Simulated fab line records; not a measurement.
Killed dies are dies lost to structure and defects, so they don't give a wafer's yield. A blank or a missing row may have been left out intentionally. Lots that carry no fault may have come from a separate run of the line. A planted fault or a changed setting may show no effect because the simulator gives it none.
Comparing a struck lot with a sound one / flow nand_harc / 13 out of 1302 route steps
Sound: wafers L950.2, L950.4, L950.5. Struck: wafer L946.5 (L946.1, L946.3, from the same lot, were not struck and are left out); the cause is given at the end.
Per side, at each step with rows, come the tool, then ch with its chambers, and then its first start. Under that, the readings that differ: sound wafers / struck wafers / difference of the means / sigmas: that difference in standard deviations of wafers without a fault.
alike: same words and numbers on both sides, and readings whose means sit less than 2 such deviations apart. not compared: any withheld reading, any reading some wafer has no value for, any bound like >300 that may hide the same value, and any number with overlapping values for which the record gives no deviation.
A row with sigmas, a row that says differs or no value, or rows on one side alone: a step with any of these is where the two part. Numbers that don't overlap but have no deviation are shown without sigmas and don't part them. A reading missing from all wafers of one side parts the sides only when that side holds two or more wafers.

NHARC_A_SOURCE_PLATE_THK_MEAS_09: measures by ellipsometry.
  sound: film_metro-02 at day 15 03:38; struck: film_metro-02 at day 13 04:58
  alike: thk_nm
then, 3 steps without rows for these wafers: NHARC_A_SOURCE_PLATE_PVD_04 (deposits WSi2, target thk 50 nm); NHARC_A_SOURCE_PLATE_CVD_03 (deposits poly-Si, target thk 200 nm, time 4000 s); NHARC_A_SOURCE_PLATE_ANNEAL_05 (time 1800 s).
NHARC_A_SOURCE_PLATE_THK_MEAS_06: measures by ellipsometry.
  sound: film_metro-01 at day 15 18:53; struck: film_metro-02 at day 13 17:27
  alike: thk_nm
NHARC_A_SOURCE_PLATE_INSPECT_08:
  sound: defect_inspect-02 at day 15 18:59; struck: defect_inspect-01 at day 13 17:31
reading=raw_defect_count; sound=56 65 55; struck=134; difference=+75; sigmas=+3
then, no rows for these wafers at 1 step: NHARC_A_ONON_D1_DEP_00 (target thk 1000 nm).
NHARC_A_ONON_D1_THK_MEAS_02: measures by ellipsometry.
  sound: film_metro-01 at day 15 19:34; struck: film_metro-01 at day 13 18:05
  alike: thk_nm
then, no rows for these wafers at 1 step: NHARC_A_ONON_D1_DEP_03 (target thk 1000 nm).
NHARC_A_ONON_D1_THK_MEAS_05: measures by ellipsometry.
  sound: film_metro-02 at day 15 20:08; struck: film_metro-01 at day 13 18:39
reading=thk_nm (nm); sound=1022 1019 1021; struck=1001; difference=-20; sigmas=-2
NHARC_A_ONON_D1_DEP_06: target thk 1000 nm.
  sound on pecvd_onon-01 ch 0, day 15 20:14; struck on pecvd_onon-03 ch 0, day 13 18:42
NHARC_A_ONON_D1_THK_MEAS_08: measures by ellipsometry.
  sound: film_metro-02 at day 15 20:41; struck: film_metro-02 at day 13 19:13
reading=thk_nm (nm); sound=1001 999 1001; struck=724; difference=-276; sigmas=-25
then, no rows for these wafers at 1 step: NHARC_A_ONON_D1_DEP_09 (target thk 1000 nm).

## WHERE THEY PART
Earliest at NHARC_A_SOURCE_PLATE_INSPECT_08; latest, in this record, at NHARC_A_ONON_D1_THK_MEAS_08.

WHY: whatever the simulator had introduced
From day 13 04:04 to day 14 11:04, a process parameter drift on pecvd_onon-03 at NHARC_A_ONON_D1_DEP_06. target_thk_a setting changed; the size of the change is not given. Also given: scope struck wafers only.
